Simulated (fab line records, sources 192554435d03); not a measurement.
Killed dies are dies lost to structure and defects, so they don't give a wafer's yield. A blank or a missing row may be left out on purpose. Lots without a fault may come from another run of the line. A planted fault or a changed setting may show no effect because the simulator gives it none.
A struck lot beside a sound one | flow n5_finfet | 40 steps out of a route of 1938
Sound: wafers L450.3, L450.4, L450.6. Struck: wafer L456.4. (L456.5 of the same lot was not struck and is left out.) The cause comes at the end.
At each step with rows: each side's tool, then ch and its chambers, then its first start. Under that, the readings that differ: sound wafers | struck wafers | difference of the means | sigmas: that difference in standard deviations of wafers without a fault.
alike: readings whose means differ by less than 2 such deviations, and words and numbers that are the same on both sides. not compared: withheld readings, readings that some wafer has no value for, bounds like >300 that may hide the same value, and numbers for which the record gives no deviation and whose values overlap.
The two part at a step that has a row with sigmas, a row that says differs or no value, or rows on one side only. Numbers that don't overlap but have no deviation are shown without sigmas and don't part them. A reading that every wafer of one side lacks parts them only if that side has two wafers or more.

first, 9 steps without rows for these wafers: N5_BEOL_M4_ANNEAL_95 (time 240 s); N5_BEOL_M4_SPUTTER_96 (material Cu, target thk 4.5 nm, time 8.29 s); N5_BEOL_M4_ECD_50 (material Cu, target thk 300 nm); N5_BEOL_M4_ANNEAL_51 (time 90 s); N5_BEOL_M4_CMP_52 (polishes, stops on SiOC, t overpolish 6.8 s, target thk 40 nm); N5_BEOL_M4_PRE_CLEAN_60 (time 15 s); N5_BEOL_M4_CO_CAP_55 (material Co, precursor CCTBA/H2, target thk 2 nm, time 102.1 s); N5_BEOL_M4_PRE_CLEAN_56 (time 15 s); N5_BEOL_M4_DEP_57 (deposits SiCN from 3MS/NH3, target thk 8 nm, time 14 s).
N5_BEOL_M4_RC_MEAS_101:
  sound on prober-01 ch 0, day 10 16:35; struck on prober-02 ch 0, day 12 21:11
  reading       | sound          | struck | difference | sigmas
  DIBL_N (mV/V) | 33.2 33.6 32.5 | 37.1   | +4.0       | +3
  alike: DIBL_P, IOFF_N, IOFF_P, ION_N, ION_P, SS_N, SS_P, VT_N, VT_P
then, 24 steps without rows for these wafers: N5_BEOL_M5_ILD_DEP_00 (deposits SiCOH lowk from DEMS/porogen, target thk 140.64 nm, time 25.9 s); N5_BEOL_M5_CURE_79 (cures SiCOH lowk, time 240 s); N5_BEOL_M5_PECVD_70 (deposits SiO2 from TEOS/O2, target thk 16 nm, time 18 s); N5_BEOL_M5_HM_DEP_02 (deposits TiN, target thk 20 nm); N5_BEOL_M5_COAT_59 (time 60 s, resist thk 60 nm); N5_BEOL_M5_COAT_60 (time 60 s, resist thk 12 nm); N5_BEOL_M5_COAT_71 (time 60 s, resist thk 5 nm); N5_BEOL_M5_COAT_05 (resist thk 30 nm); N5_BEOL_M5_EBR_07; N5_BEOL_M5_SOFTBAKE_06 (time 60 s); N5_BEOL_M5_EXPOSE_08 (exposes mask M5, target cd 28 nm); N5_BEOL_M5_PEB_09 (peb time 60 s); N5_BEOL_M5_DEVELOP_10 (develop time 30 s); N5_BEOL_M5_DESCUM_16 (chemistry O2, time 7 s); N5_BEOL_M5_ETCH_72 (etches underlayer in N2/H2, target depth 6.5 nm, time 5.2 s); N5_BEOL_M5_ETCH_61 (etches SiARC in CF4, target depth 15.6 nm, time 26 s); N5_BEOL_M5_ETCH_62 (etches SOC in N2/H2, target depth 75 nm, overetch 15 nm, time 112.5 s); N5_BEOL_M5_STRIP_63 (strips in N2/H2); N5_BEOL_M5_STRIP_73 (strips in N2/H2); N5_BEOL_M5_STRIP_64 (strips in CF4); N5_BEOL_M5_HM_OPEN_17 (chemistry Cl2/BCl3, target TiN, target depth 20 nm, overetch 6 nm); N5_BEOL_M5_STRIP_19 (strips in O2); N5_BEOL_M5_COAT_65 (time 60 s, resist thk 60 nm); N5_BEOL_M5_COAT_66 (time 60 s, resist thk 12 nm).
N5_BEOL_M10_HM_OPEN_17: chemistry Cl2/BCl3, target TiN, target depth 20 nm, overetch 6 nm.
  sound on rie_metal-01 ch 0,1, day 12 12:29; struck on rie_metal-01 ch 0, day 14 20:14
  reading                                   | sound             | struck | difference | sigmas
  model.etch.depth_nm (nm)                  | 20.32 20.32 20.36 | 14.64  | -5.69      |
  model.SOC_of_BEOL_M10_COAT_59.thk_nm (nm) | 92 92.2 92        | 95.6   | +3.5       |
  alike: drypump_motor_current_A, oes_product_au, throttle_valve_pct
  not compared: rf_hours_counter_h
N5_BEOL_M10_VIA_ETCH_34: etches SiCOH lowk in C4F6/O2, target depth 184.5 nm, time 69.2 s.
  sound on rie_diel-06 ch 2,3, day 12 15:13; struck on rie_diel-01 ch 0, day 14 21:55
  reading                     | sound          | struck | difference | sigmas
  drypump_motor_current_A (A) | 6.8 5.4 6.8    | 5.4    | -0.9       | -2
  oes_product_au (a.u.)       | 0.71 0.79 0.71 | 0.31   | -0.43      | -6
  alike: rf_vpp_V, showerhead_plenum_p_Torr, throttle_valve_pct
  not compared: rf_hours_counter_h
N5_BEOL_M10_OCD_MEAS_38:
  sound on ocd-02, day 12 15:31; struck on ocd-01, day 14 22:13
  reading              | sound             | struck | difference | sigmas
  trench_depth_nm (nm) | 145.9 150.1 145.5 | 0      | -147       | -77
N5_BEOL_M10_CD_MEAS_35: target cd 70 nm.
  sound on cd_sem-03, day 12 15:40; struck on cd_sem-03, day 14 22:29
  not compared: cd_nm
N5_BEOL_M10_THK_MEAS_53: measures by xrf.
  sound on film_metro-02, day 12 18:01; struck on film_metro-02, day 15 01:32
  not compared: M10_THK
-- the record jumps here: 2 days lie between the struck wafers' starts before and after (it left off in module BEOL_M10 and takes up again in module PASSIVATION, whose first step shown is number 1936 of the route) --
N5_PASSIVATION_PROBE_49:
  sound on prober-02, day 14 16:27; struck on prober-02, day 17 01:51
  reading                  | sound          | struck | difference | sigmas
  defect_limited_yield (%) | 92.4 90.1 92.1 | 0      | -92        | -65
  killed_at_M4_up          | 8 13 20        | 1083   | +1069      | +99 or more
  killed_dies              | 90 117 93      | 1180   | +1080      | +68
  killed_on_rim            | 13 19 14       | 152    | +137       | +37
  sort_bin_5_function (%)  | 4.4 5.4 4.4    | 95.8   | +91.1      | +99 or more
  sort_n_pass              | 1090 1063 1087 | 0      | -1080      | -68
  sort_yield_pct (%)       | 92.4 90.1 92.1 | 0      | -92        | -65
  alike: killed_at_M0_to_M3, killed_at_contacts, killed_at_front_end, killed_at_other, killed_open, killed_short, sort_bin_6_memory

WHERE THEY PART
First at N5_BEOL_M4_RC_MEAS_101; last, within this record, at N5_PASSIVATION_PROBE_49.

WHY: what the simulator had put in
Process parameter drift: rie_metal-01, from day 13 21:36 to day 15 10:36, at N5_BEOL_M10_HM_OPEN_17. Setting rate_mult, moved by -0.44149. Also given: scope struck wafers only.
